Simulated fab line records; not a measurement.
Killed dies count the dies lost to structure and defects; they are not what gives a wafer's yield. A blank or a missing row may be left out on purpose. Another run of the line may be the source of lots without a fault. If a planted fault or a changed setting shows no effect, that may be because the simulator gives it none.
Matching of chambers    flow nand_harc    NHARC_A_CHANNEL_FILL_D1_ETCHBACK_20 on rie_diel-13: 4 sister chambers
The step etches the open film in C4F8/O2/Ar, target depth 27 nm, time 13.5 s. 4 wafers are shown with their chamber, then 8 later ones without.

## WAFERS, EACH WITH ITS CHAMBER
wafer   chamber  rf_vpp_V (V)
L081.1  3        980
L089.1  2        979
L090.1  0        976
L091.2  1        984

## WAFERS WITH NO CHAMBER GIVEN
wafer   rf_vpp_V (V)
L091.3  979
L091.5  978
L094.1  976
L094.4  979
L094.5  977
L097.3  978
L097.5  977
L097.6  983

## THE CHAMBER EACH PASSED THROUGH
wafer   from the rows above           in truth
L091.3  can't be placed: 2 or 3       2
L091.5  can't be placed: 2 or 0 or 3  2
L094.1  0                             0
L094.4  can't be placed: 2 or 3       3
L094.5  can't be placed: 0 or 2       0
L097.3  can't be placed: 2 or 0 or 3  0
L097.5  can't be placed: 0 or 2       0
L097.6  1                             1
Correct placement for 2 of the 8. Unplaceable from these rows: 6, with the true chamber sitting among the candidates in 6. Number placed wrongly: 0.
How it was worked out, from the rows above alone: a wafer's distance from a chamber is the root of the sum, over the readings, of the square of ((its reading less the chamber's mean) divided by the reading's scatter). If the next closest chamber is less than 2 further off than the closest, the wafer can't be placed; otherwise it belongs to the closest. For every chamber, the mean is computed from those of its wafers that are shown. The scatter (one wafer shown for each chamber): square how far every hidden wafer sits from the nearest shown wafer, average those squares and take the square root.
